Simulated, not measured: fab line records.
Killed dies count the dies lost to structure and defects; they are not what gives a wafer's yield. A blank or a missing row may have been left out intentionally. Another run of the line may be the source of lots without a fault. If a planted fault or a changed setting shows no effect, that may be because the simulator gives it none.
Which tool is to blame? | flow n5_finfet | 22 lots with 66 wafers sampled at 2 steps, on a route of 1938 steps

## WHAT THE GAUGES READ, wafer by wafer
N5_BEOL_M6_OVL_MEAS_29. Usual: V5_OVL typically reads -0.2 nm, with standard deviation 0.61.
lot  | measured     | on         | V5_OVL (nm)    | flag
L076 | day 9 18:43  | overlay-02 | -0.7 0.0 -0.2  |
L075 | day 9 18:40  | overlay-01 | -1.4 -1.0 -1.3 |
L077 | day 9 22:08  | overlay-01 | -1.5 -1.2 -0.9 |
L078 | day 10 00:41 | overlay-01 | 0.3 -0.1 0.6   |
L079 | day 10 12:40 | overlay-02 | 0.5 -0.6 0.2   |
L080 | day 10 18:41 | overlay-01 | -0.2 -0.1 -0.2 |
L081 | day 11 04:07 | overlay-01 | 0.1 0.0 -0.3   |
L083 | day 11 06:20 | overlay-01 | 0.8 0.5 0.1    |
L082 | day 11 12:55 | overlay-01 | 0.1 -0.5 0.5   |
L084 | day 11 17:29 | overlay-01 | -0.2 0.0 0.0   |
L086 | day 11 17:45 | overlay-02 | 0.5 -0.5 0.1   |
L087 | day 12 11:32 | overlay-02 | -1.2 -0.7 -0.5 |
L085 | day 12 17:45 | overlay-02 | 0.3 -0.9 -0.7  |
L088 | day 12 20:56 | overlay-01 | -1.0 -0.5 0.2  |
L089 | day 12 22:54 | overlay-02 | -0.3 -0.1 -0.2 |
L090 | day 13 02:15 | overlay-01 | 0.5 0.1 1.0    |
L091 | day 13 04:47 | overlay-01 | -0.2 0.3 -0.6  |
L092 | day 13 18:11 | overlay-02 | 0.1 -0.4 0.2   |
L094 | day 14 05:29 | overlay-01 | -0.2 0.3 0.6   |
L093 | day 14 10:01 | overlay-01 | -0.9 0.0 0.2   |
L095 | day 14 14:02 | overlay-02 | -0.2 0.2 -0.2  |
L096 | day 15 02:13 | overlay-02 | -0.3 -0.7 -0.1 |

## TOOL THAT RAN EACH LOT (tool first, then ch and the chambers of the sampled wafers, then the start)
lot  | N5_BEOL_M5_PRE_CLEAN_77
L076 | cvd_co-02 ch 0,2, day 9 11:37
L075 | cvd_co-01 ch 0,2, day 9 12:26
L077 | cvd_co-01 ch 0,2, day 9 18:27
L078 | cvd_co-01 ch 0,1, day 9 20:09
L079 | cvd_co-01 ch 0,1,2, day 10 06:16
L080 | cvd_co-01 ch 0,1, day 10 13:39
L081 | cvd_co-01 ch 0,1,2, day 10 22:11
L083 | cvd_co-01 ch 0,1,2, day 11 01:47
L082 | cvd_co-02 ch 0,2, day 11 08:08
L084 | cvd_co-02 ch 0,1,2, day 11 11:22
L086 | cvd_co-01 ch 0,2, day 11 14:19
L087 | cvd_co-02 ch 0,1, day 12 08:29
L085 | cvd_co-02 ch 0,1,2, day 12 11:10
L088 | cvd_co-02 ch 1,2, day 12 16:58
L089 | cvd_co-01 ch 0,1,2, day 12 18:43
L090 | cvd_co-01 ch 0,1,2, day 12 20:42
L091 | cvd_co-02 ch 0,1,2, day 13 01:04
L092 | cvd_co-01 ch 1,2, day 13 14:56
L094 | cvd_co-02 ch 0,2, day 14 01:42
L093 | cvd_co-01 ch 1,2, day 14 02:14
L095 | cvd_co-02 ch 0,1,2, day 14 11:06
L096 | cvd_co-02 ch 0,2, day 14 21:25
- N5_BEOL_M5_PRE_CLEAN_77: time 15 s.

## AS READ BY THE TOOLS THEMSELVES (means over the sampled wafers that have a number; for cases with no such wafer, the mark the record gives instead)
N5_BEOL_M5_PRE_CLEAN_77. Usual: heater_power_w at 76 W, with a standard deviation of 18.
lot  | tool      | heater_power_w (W) | flag
L076 | cvd_co-02 | 79                 |
L075 | cvd_co-01 | 73                 |
L077 | cvd_co-01 | 83                 |
L078 | cvd_co-01 | 61                 |
L079 | cvd_co-01 | 68                 |
L080 | cvd_co-01 | 77                 |
L081 | cvd_co-01 | 68                 |
L083 | cvd_co-01 | 68                 |
L082 | cvd_co-02 | 80                 |
L084 | cvd_co-02 | 89                 |
L086 | cvd_co-01 | 74                 |
L087 | cvd_co-02 | 96                 |
L085 | cvd_co-02 | 87                 |
L088 | cvd_co-02 | 92                 |
L089 | cvd_co-01 | 68                 |
L090 | cvd_co-01 | 67                 |
L091 | cvd_co-02 | 88                 |
L092 | cvd_co-01 | 52                 |
L094 | cvd_co-02 | 82                 |
L093 | cvd_co-01 | 58                 |
L095 | cvd_co-02 | 88                 |
L096 | cvd_co-02 | 81                 |

## THE ANSWER, worked out from the rows above alone
Rule: lot off if the mean of its wafers having a number is beyond 3 standard deviations from the usual mean. Also off: a lot with no number at a reading for which 4 or more lots have one. All remaining lots with rows at the step are treated as sound. The gauges are gone through in route order, then the tools' own readings, and for those a lot's mean is taken as printed above. The first step at which some lot is off is used, and at that step the reading that is off furthest; a lot without a number counts as furthest.
No lot is off at any reading shown: from this, nothing can be told.

## WHAT HAD BEEN PUT IN BY THE SIMULATOR
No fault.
